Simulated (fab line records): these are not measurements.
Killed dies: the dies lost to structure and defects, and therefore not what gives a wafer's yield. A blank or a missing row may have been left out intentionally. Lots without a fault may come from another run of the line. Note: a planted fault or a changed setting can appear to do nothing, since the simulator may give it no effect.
Matching of chambers -- flow n5_finfet -- 4 sister chambers for N5_DUMMY_GATE_STRIP_48 on rie_diel-05
The step strips in N2/H2, time 20 s. 20 wafers are shown with their chamber, then 10 later ones without.

## EACH WAFER AND ITS CHAMBER
wafer,chamber,showerhead_plenum_p_Torr (Torr),drypump_motor_current_A (A),throttle_valve_pct (%)
L074.3,1,3.23,6.1,11.96
L074.4,3,3.52,5.8,12.32
L074.5,1,3.23,6.1,11.96
L078.1,3,3.52,5.8,12.34
L078.2,0,3.26,5.6,12.34
L078.5,0,3.26,5.5,12.33
L079.3,3,3.52,5.8,12.34
L079.4,1,3.23,6.1,11.99
L079.6,1,3.23,6.1,12.00
L080.3,2,3.47,5.6,12.40
L080.4,0,3.26,5.6,12.35
L080.5,0,3.26,5.6,12.36
L087.1,0,3.26,5.5,12.40
L087.4,3,3.51,5.8,12.39
L087.5,0,3.26,5.5,12.40
L090.1,3,3.51,5.8,12.38
L090.2,0,3.25,5.6,12.39
L090.5,1,3.22,6.1,12.03
L091.2,1,3.22,6.1,12.06
L091.3,0,3.25,5.5,12.41

SIGNATURES, as means of the wafers listed above
reading,chamber 0,chamber 1,chamber 2,chamber 3,scatter within a chamber
showerhead_plenum_p_Torr,3.2575,3.2267,3.4700,3.5160,0.00502
drypump_motor_current_A,5.550,6.100,5.600,5.800,0.0354
throttle_valve_pct,12.3725,12.0000,12.4000,12.3540,0.0336
Rule: a wafer's distance from a chamber is the root of the sum, over the readings, of the square of ((its reading less the chamber's mean) divided by the reading's scatter). If the next closest chamber is less than 2 further off than the closest, the wafer can't be placed; otherwise it belongs to the closest. The scatter: take each reading less its chamber's mean, square it, sum over the shown wafers, divide by the number of wafers less the number of chambers, and take the root.

## WAFERS WITH NO CHAMBER GIVEN
wafer,showerhead_plenum_p_Torr (Torr),drypump_motor_current_A (A),throttle_valve_pct (%)
L091.6,3.22,6.1,12.04
L092.2,3.22,6.1,12.05
L092.3,3.50,5.8,12.39
L092.4,3.22,6.1,12.05
L096.1,3.25,5.5,12.43
L096.3,3.50,5.8,12.41
L096.5,3.46,5.6,12.47
L097.1,3.21,6.1,12.06
L097.3,3.50,5.8,12.43
L097.5,3.46,5.6,12.47

## CHAMBER TAKEN BY EACH
wafer,from the rows above,in truth
L091.6,1,1
L092.2,1,1
L092.3,3,3
L092.4,1,1
L096.1,0,0
L096.3,3,3
L096.5,2,2
L097.1,1,1
L097.3,3,3
L097.5,2,2
10 of 10 placed correctly. From these rows, 0 cannot be placed. Placed wrongly: 0.
